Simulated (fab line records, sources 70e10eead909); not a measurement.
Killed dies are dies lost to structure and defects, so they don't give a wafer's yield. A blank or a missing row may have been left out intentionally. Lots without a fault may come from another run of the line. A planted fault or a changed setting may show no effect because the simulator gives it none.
Chamber matching || flow nand harc || pecvd-03 running NHARC_P_M2_PRE_CLEAN_32: 3 sister chambers
The step time 12 s. 3 wafers are shown with their chamber, then 8 later ones without.

WAFERS PAIRED WITH THEIR CHAMBERS
{"wafer": "L086.1", "chamber": 2, "heater power w (W)": 606}
{"wafer": "L086.4", "chamber": 0, "heater power w (W)": 638}
{"wafer": "L090.1", "chamber": 1, "heater power w (W)": 589}

WAFERS WITHOUT THEIR CHAMBER
{"wafer": "L090.2", "heater power w (W)": 655}
{"wafer": "L090.6", "heater power w (W)": 549}
{"wafer": "L094.1", "heater power w (W)": 597}
{"wafer": "L094.2", "heater power w (W)": 616}
{"wafer": "L094.4", "heater power w (W)": 619}
{"wafer": "L093.2", "heater power w (W)": 605}
{"wafer": "L093.5", "heater power w (W)": 656}
{"wafer": "L093.6", "heater power w (W)": 612}

WHICH CHAMBER EACH WENT THROUGH
{"wafer": "L090.2", "from the rows above": "can't be placed: 0 or 2", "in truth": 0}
{"wafer": "L090.6", "from the rows above": "can't be placed: 1 or 2", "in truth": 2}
{"wafer": "L094.1", "from the rows above": "can't be placed: 1 or 2 or 0", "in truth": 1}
{"wafer": "L094.2", "from the rows above": "can't be placed: 2 or 0 or 1", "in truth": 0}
{"wafer": "L094.4", "from the rows above": "can't be placed: 2 or 0 or 1", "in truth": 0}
{"wafer": "L093.2", "from the rows above": "can't be placed: 2 or 1 or 0", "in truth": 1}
{"wafer": "L093.5", "from the rows above": "can't be placed: 0 or 2", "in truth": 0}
{"wafer": "L093.6", "from the rows above": "can't be placed: 2 or 1 or 0", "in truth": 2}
Placed correctly: 0 of 8. Can't be placed from these rows: 8 (the true chamber is among the candidates in 8). Number placed wrongly: 0.
How it was worked out, from the rows above alone: a wafer's distance from a chamber is the root of the sum, over the readings, of the square of ((its reading less the chamber's mean) divided by the reading's scatter). If the next closest chamber is less than 2 further off than the closest, the wafer can't be placed; otherwise it belongs to the closest. For every chamber, the mean is computed from those of its wafers that are shown. The scatter: root of mean squared gap, hidden wafer to nearest shown wafer, with one shown wafer a chamber.
